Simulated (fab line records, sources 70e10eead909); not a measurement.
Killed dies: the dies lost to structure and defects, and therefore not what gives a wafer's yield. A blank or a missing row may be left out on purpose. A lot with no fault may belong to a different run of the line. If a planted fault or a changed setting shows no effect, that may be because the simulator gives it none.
What tool caused it? :: flow nand harc :: 36 wafers from 12 lots sampled at 5 of the route's 1159 steps

== WHAT THE GAUGES SHOWED, per wafer ==
NHARC_END_SORT_01. Usual: defect limited yield 95.7 %, standard deviation 1.5; killed at array 26, standard deviation 9.9; killed at other 0.8, standard deviation 1; killed at periphery 2.8, standard deviation 2.2; killed dies 29, standard deviation 9.9; killed open 3.2, standard deviation 1.8; killed short 2.1, standard deviation 1.4; sort_bin_2_pct 1.3 %, standard deviation 0.54; sort_bin_3_pct 0.23 %, standard deviation 0.2; sort_bin_4_pct 2.8 %, standard deviation 1; sort n pass 648, standard deviation 9.9; sort rim yield pct 95 %, standard deviation 3.5; sort yield pct 95.7 %, standard deviation 1.5.
lot: L103
measured: day 21 00:59
on: prober-01
defect limited yield (%): 38.3 42.8 42.5
killed at array: 21 9 20
killed at other: 396 378 369
killed at periphery: 1 0 0
killed dies: 418 387 389
killed open: 4 1 3
killed short: 1 0 1
sort_bin_2_pct (%): 23.0 20.2 21.9
sort_bin_3_pct (%): 3.10 4.58 5.02
sort_bin_4_pct (%): 35.6 32.3 30.6
sort n pass: 259 290 288
sort rim yield pct (%): 39 42 42
sort yield pct (%): 38.3 42.8 42.5
flag: OFF

lot: L105
measured: day 21 11:05
on: prober-01
defect limited yield (%): 39.7 41.7 40.9
killed at array: 35 29 19
killed at other: 372 366 378
killed at periphery: 1 0 3
killed dies: 408 395 400
killed open: 3 3 1
killed short: 2 0 2
sort_bin_2_pct (%): 19.6 18.9 23.6
sort_bin_3_pct (%): 5.76 5.32 5.32
sort_bin_4_pct (%): 34.9 34.1 30.1
sort n pass: 269 282 277
sort rim yield pct (%): 44 35 42
sort yield pct (%): 39.7 41.7 40.9
flag: OFF

lot: L112
measured: day 22 22:02
on: prober-02
defect limited yield (%): 95.0 93.9 95.9
killed at array: 26 34 25
killed at other: 1 0 1
killed at periphery: 7 7 2
killed dies: 34 41 28
killed open: 2 6 3
killed short: 2 0 2
sort_bin_2_pct (%): 1.5 1.8 1.0
sort_bin_3_pct (%): 0.15 0.44 0
sort_bin_4_pct (%): 3.4 3.8 3.1
sort n pass: 643 636 649
sort rim yield pct (%): 97 96 92
sort yield pct (%): 95.0 93.9 95.9
flag: 

lot: L114
measured: day 23 12:43
on: prober-01
defect limited yield (%): 94.4 93.2 93.4
killed at array: 33 39 41
killed at other: 2 2 1
killed at periphery: 3 5 3
killed dies: 38 46 45
killed open: 1 8 5
killed short: 2 4 0
sort_bin_2_pct (%): 1.5 3.0 2.4
sort_bin_3_pct (%): 0.59 0.44 0.30
sort_bin_4_pct (%): 3.5 3.4 4.0
sort n pass: 639 631 632
sort rim yield pct (%): 95 88 95
sort yield pct (%): 94.4 93.2 93.4
flag: 

lot: L116
measured: day 24 00:08
on: prober-01
defect limited yield (%): 95.0 97.9 97.9
killed at array: 29 12 12
killed at other: 2 1 1
killed at periphery: 3 1 1
killed dies: 34 14 14
killed open: 5 3 1
killed short: 2 3 1
sort_bin_2_pct (%): 1.3 0.6 0.6
sort_bin_3_pct (%): 0.15 0 0.15
sort_bin_4_pct (%): 3.5 1.5 1.3
sort n pass: 643 663 663
sort rim yield pct (%): 93 100 98
sort yield pct (%): 95.0 97.9 97.9
flag: 

== TOOL THAT RAN EACH LOT (tool first, then ch and the chambers of the sampled wafers, then the start) ==
lot: L997
NHARC_A_BONDPAD_ETCH_24: rie diel-12 ch 1,3, day 18 19:08 or earlier
NHARC_A_BONDPAD_PRE_CLEAN_26: pvd sputter-02, day 18 19:08 or earlier
NHARC_THIN_TSV_DEP_47: pecvd-04 ch 0,2, day 18 19:08
NHARC_THIN_TSV_ECD_20: ecd cu-02 ch 0,1, day 18 20:48

lot: L998
NHARC_A_BONDPAD_ETCH_24: rie diel-09 ch 0,3, day 19 09:18 or earlier
NHARC_A_BONDPAD_PRE_CLEAN_26: pvd sputter-02, day 19 09:18 or earlier
NHARC_THIN_TSV_DEP_47: pecvd-04 ch 0,1,2, day 19 09:18
NHARC_THIN_TSV_ECD_20: ecd cu-01 ch 0,1, day 19 14:21

lot: L999
NHARC_A_BONDPAD_ETCH_24: rie diel-09 ch 1,2,3, day 20 03:26 or earlier
NHARC_A_BONDPAD_PRE_CLEAN_26: pvd sputter-02, day 20 03:26 or earlier
NHARC_THIN_TSV_DEP_47: pecvd-02 ch 0,2, day 20 03:26
NHARC_THIN_TSV_ECD_20: ecd cu-02 ch 0,1, day 20 05:30

lot: L103
NHARC_A_BONDPAD_ETCH_24: rie diel-12 ch 1,2,3, day 20 10:35 or earlier
NHARC_A_BONDPAD_PRE_CLEAN_26: pvd sputter-02, day 20 10:35 or earlier
NHARC_THIN_TSV_DEP_47: pecvd-01 ch 1,2, day 20 10:35
NHARC_THIN_TSV_ECD_20: ecd cu-02 ch 0,1, day 20 12:03

lot: L105
NHARC_A_BONDPAD_ETCH_24: rie diel-12 ch 1,2, day 20 21:23 or earlier
NHARC_A_BONDPAD_PRE_CLEAN_26: pvd sputter-01, day 20 21:23 or earlier
NHARC_THIN_TSV_DEP_47: pecvd-04 ch 0,1,2, day 20 21:23
NHARC_THIN_TSV_ECD_20: ecd cu-02 ch 0,1, day 20 22:44

lot: L112
NHARC_A_BONDPAD_ETCH_24: rie diel-09 ch 2,3, day 22 07:46 or earlier
NHARC_A_BONDPAD_PRE_CLEAN_26: pvd sputter-03, day 22 07:46 or earlier
NHARC_THIN_TSV_DEP_47: pecvd-04 ch 0,1, day 22 07:46
NHARC_THIN_TSV_ECD_20: ecd cu-01 ch 0,1, day 22 09:15

lot: L114
NHARC_A_BONDPAD_ETCH_24: rie diel-12 ch 0,2,3, day 22 05:29
NHARC_A_BONDPAD_PRE_CLEAN_26: pvd sputter-02, day 22 23:58 or earlier
NHARC_THIN_TSV_DEP_47: pecvd-04 ch 1,2, day 22 23:58
NHARC_THIN_TSV_ECD_20: ecd cu-01 ch 0,1, day 23 01:18

lot: L116
NHARC_A_BONDPAD_ETCH_24: rie diel-12 ch 0,1,3, day 23 08:16 or earlier
NHARC_A_BONDPAD_PRE_CLEAN_26: pvd sputter-01, day 23 08:16 or earlier
NHARC_THIN_TSV_DEP_47: pecvd-02 ch 0,1, day 23 08:16
NHARC_THIN_TSV_ECD_20: ecd cu-01 ch 1, day 23 09:49

lot: L120
NHARC_A_BONDPAD_ETCH_24: rie diel-12 ch 1,3, day 23 18:27 or earlier
NHARC_A_BONDPAD_PRE_CLEAN_26: pvd sputter-03, day 23 18:27 or earlier
NHARC_THIN_TSV_DEP_47: pecvd-02 ch 0,1,2, day 23 18:27
NHARC_THIN_TSV_ECD_20: ecd cu-01 ch 0,1, day 23 19:49

lot: L118
NHARC_A_BONDPAD_ETCH_24: rie diel-12 ch 0,1,2, day 24 00:47 or earlier
NHARC_A_BONDPAD_PRE_CLEAN_26: pvd sputter-01, day 24 00:47 or earlier
NHARC_THIN_TSV_DEP_47: pecvd-01 ch 0,2, day 24 00:47
NHARC_THIN_TSV_ECD_20: ecd cu-02 ch 1, day 24 02:11

lot: L117
NHARC_A_BONDPAD_ETCH_24: rie diel-09 ch 1,3, day 23 05:59
NHARC_A_BONDPAD_PRE_CLEAN_26: pvd sputter-02, day 24 01:58 or earlier
NHARC_THIN_TSV_DEP_47: pecvd-04 ch 0,2, day 24 01:58
NHARC_THIN_TSV_ECD_20: ecd cu-01 ch 0,1, day 24 03:37

lot: L119
NHARC_A_BONDPAD_ETCH_24: rie diel-12 ch 0,2,3, day 24 03:14 or earlier
NHARC_A_BONDPAD_PRE_CLEAN_26: pvd sputter-01, day 24 03:14 or earlier
NHARC_THIN_TSV_DEP_47: pecvd-04 ch 0,1,2, day 24 03:14
NHARC_THIN_TSV_ECD_20: ecd cu-02 ch 0,1, day 24 04:35
- NHARC_A_BONDPAD_ETCH_24: etches the open film in CF4/N2, target depth 30 nm, time 72.99 s.
- NHARC_A_BONDPAD_PRE_CLEAN_26: time 30 s.
- NHARC_THIN_TSV_DEP_47: deposits SiO2, target thk 200 nm.
- NHARC_THIN_TSV_ECD_20: material Cu, target thk 2000 nm.

== AS READ BY THE TOOLS THEMSELVES (means over the sampled wafers that have a number; for cases with no such wafer, the mark the record gives instead) ==
NHARC_A_BONDPAD_ETCH_24. Usual: cf4 flow sccm 49.99 sccm, standard deviation 0.15; drypump motor current A 6.0 A, standard deviation 0.38; oes product au 1.000 a.u., standard deviation 0.0079; rf vpp V 314.4 V, standard deviation 1.5; showerhead plenum p Torr 2.65 Torr, standard deviation 0.075; throttle valve pct 19.795 %, standard deviation 0.0084.
lot: L997
tool: rie diel-12
cf4 flow sccm (sccm): 49.82
drypump motor current A (A): 5.5
oes product au (a.u.): 0.996
rf vpp V (V): 314.0
showerhead plenum p Torr (Torr): 2.62
throttle valve pct (%): 19.795
flag: 

lot: L998
tool: rie diel-09
cf4 flow sccm (sccm): 50.11
drypump motor current A (A): 6.0
oes product au (a.u.): 0.997
rf vpp V (V): 313.6
showerhead plenum p Torr (Torr): 2.61
throttle valve pct (%): 19.795
flag: 

lot: L999
tool: rie diel-09
cf4 flow sccm (sccm): 49.83
drypump motor current A (A): 6.1
oes product au (a.u.): 0.991
rf vpp V (V): 313.3
showerhead plenum p Torr (Torr): 2.60
throttle valve pct (%): 19.791
flag: 

lot: L103
tool: rie diel-12
cf4 flow sccm (sccm): 50.06
drypump motor current A (A): 5.8
oes product au (a.u.): 0.999
rf vpp V (V): 315.2
showerhead plenum p Torr (Torr): 2.62
throttle valve pct (%): 19.787
flag: 

lot: L105
tool: rie diel-12
cf4 flow sccm (sccm): 50.08
drypump motor current A (A): 6.2
oes product au (a.u.): 1.007
rf vpp V (V): 313.8
showerhead plenum p Torr (Torr): 2.62
throttle valve pct (%): 19.794
flag: 

lot: L112
tool: rie diel-09
cf4 flow sccm (sccm): 50.18
drypump motor current A (A): 6.2
oes product au (a.u.): 1.004
rf vpp V (V): 313.7
showerhead plenum p Torr (Torr): 2.66
throttle valve pct (%): 19.797
flag: 

lot: L114
tool: rie diel-12
cf4 flow sccm (sccm): 50.01
drypump motor current A (A): 6.1
oes product au (a.u.): 1.004
rf vpp V (V): 313.7
showerhead plenum p Torr (Torr): 2.67
throttle valve pct (%): 19.793
flag: 

lot: L116
tool: rie diel-12
cf4 flow sccm (sccm): 50.01
drypump motor current A (A): 5.8
oes product au (a.u.): 1.002
rf vpp V (V): 314.5
showerhead plenum p Torr (Torr): 2.68
throttle valve pct (%): 19.799
flag: 

lot: L120
tool: rie diel-12
cf4 flow sccm (sccm): 50.02
drypump motor current A (A): 5.5
oes product au (a.u.): 0.997
rf vpp V (V): 313.4
showerhead plenum p Torr (Torr): 2.62
throttle valve pct (%): 19.792
flag: 

lot: L118
tool: rie diel-12
cf4 flow sccm (sccm): 50.04
drypump motor current A (A): 6.1
oes product au (a.u.): 0.998
rf vpp V (V): 314.6
showerhead plenum p Torr (Torr): 2.68
throttle valve pct (%): 19.804
flag: 

lot: L117
tool: rie diel-09
cf4 flow sccm (sccm): 49.94
drypump motor current A (A): 6.1
oes product au (a.u.): 0.990
rf vpp V (V): 313.4
showerhead plenum p Torr (Torr): 2.54
throttle valve pct (%): 19.787
flag: 

lot: L119
tool: rie diel-12
cf4 flow sccm (sccm): 50.04
drypump motor current A (A): 6.1
oes product au (a.u.): 1.005
rf vpp V (V): 314.4
showerhead plenum p Torr (Torr): 2.67
throttle valve pct (%): 19.798
flag: 

NHARC_A_BONDPAD_PRE_CLEAN_26. Usual: heater power w at 411 W, with a standard deviation of 40.
lot: L997
tool: pvd sputter-02
heater power w (W): 402
flag: 

lot: L998
tool: pvd sputter-02
heater power w (W): 430
flag: 

lot: L999
tool: pvd sputter-02
heater power w (W): 418
flag: 

lot: L103
tool: pvd sputter-02
heater power w (W): 432
flag: 

lot: L105
tool: pvd sputter-01
heater power w (W): 433
flag: 

lot: L112
tool: pvd sputter-03
heater power w (W): 387
flag: 

lot: L114
tool: pvd sputter-02
heater power w (W): 419
flag: 

lot: L116
tool: pvd sputter-01
heater power w (W): 404
flag: 

lot: L120
tool: pvd sputter-03
heater power w (W): 372
flag: 

lot: L118
tool: pvd sputter-01
heater power w (W): 408
flag: 

lot: L117
tool: pvd sputter-02
heater power w (W): 434
flag: 

lot: L119
tool: pvd sputter-01
heater power w (W): 432
flag: 

NHARC_THIN_TSV_DEP_47. Usual: throttle valve pct at 15.9 %, with a standard deviation of 0.57.
lot: L997
tool: pecvd-04
throttle valve pct (%): 15.6
flag: 

lot: L998
tool: pecvd-04
throttle valve pct (%): 15.8
flag: 

lot: L999
tool: pecvd-02
throttle valve pct (%): 16.0
flag: 

lot: L103
tool: pecvd-01
throttle valve pct (%): 15.7
flag: 

lot: L105
tool: pecvd-04
throttle valve pct (%): 16.0
flag: 

lot: L112
tool: pecvd-04
throttle valve pct (%): 16.3
flag: 

lot: L114
tool: pecvd-04
throttle valve pct (%): 15.7
flag: 

lot: L116
tool: pecvd-02
throttle valve pct (%): 16.0
flag: 

lot: L120
tool: pecvd-02
throttle valve pct (%): 16.1
flag: 

lot: L118
tool: pecvd-01
throttle valve pct (%): 15.9
flag: 

lot: L117
tool: pecvd-04
throttle valve pct (%): 15.7
flag: 

lot: L119
tool: pecvd-04
throttle valve pct (%): 16.0
flag: 

== THE ANSWER, worked out from the rows above alone ==
Rule: lot off if the mean of its wafers having a number is beyond 3 standard deviations from the usual mean. Also off: a lot with no number at a reading for which 4 or more lots have one. All remaining lots with rows at the step are treated as sound. Order of review: gauges by route order, followed by the tools' own readings, for which a lot's mean as printed above is used. The first step at which some lot is off is used, and at that step the reading that is off furthest; a lot without a number counts as furthest.
Off, at NHARC_END_SORT_01 on killed at other: L103, L105. Neither off nor sound, because the step has no rows for them: L997, L998, L999, L120, L118, L117, L119.
If a tool, at a process step before that reading, ran all the lots that are off and no sound lot after the first of them, it fits. Gauges at NHARC_END_SORT_01: tried the same way as those tools. NHARC_A_BONDPAD_ETCH_24: start missing for some lots; hours and lot order therefore follow NHARC_THIN_TSV_DEP_47. NHARC_A_BONDPAD_PRE_CLEAN_26: start missing for some lots; hours and lot order therefore follow NHARC_THIN_TSV_DEP_47. One fits: ecd cu-02 at NHARC_THIN_TSV_ECD_20. It ran no sound lot before its first lot that is off in this sample, so the start can't be narrowed down.

== WHAT HAD BEEN PUT IN BY THE SIMULATOR ==
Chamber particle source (ecd cu-02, NHARC_THIN_TSV_ECD_20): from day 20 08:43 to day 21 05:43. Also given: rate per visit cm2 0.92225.
Lots struck among those shown: L103, L105. The rule above reached the same finding.
